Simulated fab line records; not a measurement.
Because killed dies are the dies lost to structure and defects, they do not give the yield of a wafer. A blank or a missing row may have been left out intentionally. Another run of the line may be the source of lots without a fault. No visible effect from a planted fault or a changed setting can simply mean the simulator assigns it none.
Which tool did it?	flow nand-harc	6 lots with 17 wafers sampled at 5 steps, on a route of 1159 steps

== WHAT EACH GAUGE READ, for each wafer ==
NHARC_A_CONTACT_INSPECT_23.
lot	measured	on	raw-defect-count
L630	day 17 07:56	defect-inspect-01	356 541 369
L634	day 18 06:22	defect-inspect-02	436 360 353
L637	day 19 10:35	defect-inspect-02	306 360 363
L642	day 20 07:17	defect-inspect-02	2125 2406
L647	day 21 16:55	defect-inspect-01	295 252 364
L650	day 22 09:25	defect-inspect-01	382 519 390

== WHICH TOOL RAN EACH LOT (tool, then ch and the chambers of the sampled wafers, then the start) ==
lot	NHARC_A_CONTACT_ETCH_129	NHARC_A_CONTACT_ETCH_133	NHARC_A_CONTACT_ALD_18	NHARC_A_CONTACT_CMP_20
L630	har-cap-etch-02 ch 0,1, day 16 15:58	har-cap-etch-02 ch 0,1, day 16 16:34	ald-metal-02 ch 0,2,3, day 17 00:29	cmp-01 ch 0,2,3, day 17 07:35
L634	har-cap-etch-03 ch 0,1, day 17 19:24	har-cap-etch-03 ch 0,1, day 17 20:01	ald-metal-01 ch 0,1,3, day 18 03:17	cmp-01 ch 0,1,2, day 18 05:58
L637	har-cap-etch-01 ch 0,1, day 18 21:03	har-cap-etch-01 ch 0,1, day 18 21:40	ald-metal-02 ch 1,2, day 19 06:38	cmp-03 ch 1,3, day 19 10:11
L642	har-cap-etch-03 ch 0,1, day 19 16:28	har-cap-etch-03 ch 0,1, day 19 17:03	ald-metal-01 ch 1,2, day 20 00:53	cmp-04 ch 2,3, day 20 06:56
L647	har-cap-etch-02 ch 0,1, day 20 17:11	har-cap-etch-02 ch 0,1, day 20 17:46	ald-metal-01 ch 0,3, day 21 03:26	cmp-01 ch 1,2,3, day 21 16:32
L650	har-cap-etch-01 ch 0,1, day 21 22:08	har-cap-etch-01 ch 0,1, day 21 22:44	ald-metal-01 ch 0,1, day 22 07:54	cmp-03 ch 0,2,3, day 22 09:04
- NHARC_A_CONTACT_ETCH_129: etches the open film in C4F8/O2/Ar, time 155 s, target depth 956 nm.
- NHARC_A_CONTACT_ETCH_133: etches the open film in C4F8/O2/Ar, time 195 s, target depth 840 nm.
- NHARC_A_CONTACT_ALD_18: deposits TiN, target thk 3 nm, pulse time 1 s, ald cycles 150.
- NHARC_A_CONTACT_CMP_20: polishes, t overpolish 30 s, target thk 300 nm.

== THE ANSWER, worked out from the rows above alone ==
Rule: the usual values come from the lots themselves. Put in order of their means at a reading, lots are off if they are a third of the lots or fewer, leave a main group of 4 or more, and stand apart from it by a gap of 3 or more times the standard deviation of the main group's means; of several such gaps the widest counts. A main group whose means are all the same, to the digits that the tables above print for the reading, isn't used. A lot without any number at a reading at which 4 lots or more have one is off too. Any other lot the step has rows for is counted as sound.
Off, at NHARC_A_CONTACT_INSPECT_23 on raw-defect-count: L642. The main group has a mean of 376 with a standard deviation of 48.
A tool fits if, at a process step before that reading, it ran every lot that is off, and no sound lot after the first of them. Those tools and the gauges at NHARC_A_CONTACT_INSPECT_23 are tried in the same way. Can't be told from this: 3 tools fit, har-cap-etch-03 at NHARC_A_CONTACT_ETCH_129 and NHARC_A_CONTACT_ETCH_133, cmp-04 at NHARC_A_CONTACT_CMP_20, defect-inspect-02 at NHARC_A_CONTACT_INSPECT_23.

== WHAT WAS PUT IN BY THE SIMULATOR ==
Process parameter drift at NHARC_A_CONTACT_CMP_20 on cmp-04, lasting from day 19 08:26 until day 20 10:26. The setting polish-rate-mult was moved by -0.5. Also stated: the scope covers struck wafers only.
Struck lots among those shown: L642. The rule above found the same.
